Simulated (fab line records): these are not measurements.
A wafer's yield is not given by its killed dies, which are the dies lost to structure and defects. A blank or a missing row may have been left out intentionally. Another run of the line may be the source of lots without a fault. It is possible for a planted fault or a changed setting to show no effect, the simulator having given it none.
Chamber matching | flow n5_finfet | N5_ILD0_LINER_00 on ald_sin-04 has 4 sister chambers
The step material SiNx, target thk 4 nm, pulse time 1 s, purge time 2 s. 14 wafers are shown with their chamber, then 7 later ones without.

## EACH WAFER AND ITS CHAMBER
wafer  | chamber | heater_power_w (W) | precursor_pulse_height_rel
L074.1 | 1       | 809                | 0.966
L074.2 | 3       | 928                | 0.984
L074.3 | 2       | 757                | 1.004
L074.4 | 0       | 860                | 0.987
L074.5 | 0       | 879                | 1.021
L074.6 | 1       | 827                | 1.008
L078.2 | 2       | 730                | 0.997
L078.4 | 3       | 900                | 0.987
L078.6 | 0       | 877                | 0.993
L082.2 | 2       | 731                | 1.002
L082.3 | 0       | 850                | 0.987
L082.5 | 1       | 821                | 0.972
L084.1 | 3       | 908                | 1.015
L084.2 | 0       | 877                | 1.018

SIGNATURES, as means of the wafers listed above
reading                    | chamber 0 | chamber 1 | chamber 2 | chamber 3 | scatter within a chamber
heater_power_w             | 868.60    | 819.00    | 739.33    | 912.00    | 13.1
precursor_pulse_height_rel | 1.00120   | 0.98200   | 1.00100   | 0.99533   | 0.0167
Rule: a wafer's distance from a chamber is the root of the sum, over the readings, of the square of ((its reading less the chamber's mean) divided by the reading's scatter). The wafer belongs to the nearest chamber; if the next one is less than 2 further off, it can't be placed. The scatter is the square root of a quotient: the sum, over the shown wafers, of each reading's squared deviation from its chamber's mean, divided by wafers minus chambers.

## WAFERS MISSING THEIR CHAMBER
wafer  | heater_power_w (W) | precursor_pulse_height_rel
L084.4 | 822                | 1.009
L085.2 | 821                | 0.988
L085.3 | 744                | 0.999
L085.5 | 745                | 0.995
L097.1 | 925                | 1.003
L097.3 | 749                | 1.030
L097.5 | 749                | 0.995

## WHICH CHAMBER EACH ONE RAN IN
wafer  | from the rows above     | in truth
L084.4 | can't be placed: 1 or 0 | 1
L085.2 | 1                       | 1
L085.3 | 2                       | 2
L085.5 | 2                       | 2
L097.1 | 3                       | 3
L097.3 | 2                       | 2
L097.5 | 2                       | 2
Correct placement for 6 of the 7. Unplaceable from these rows: 1, with the true chamber sitting among the candidates in 1. Wrongly placed: 0.
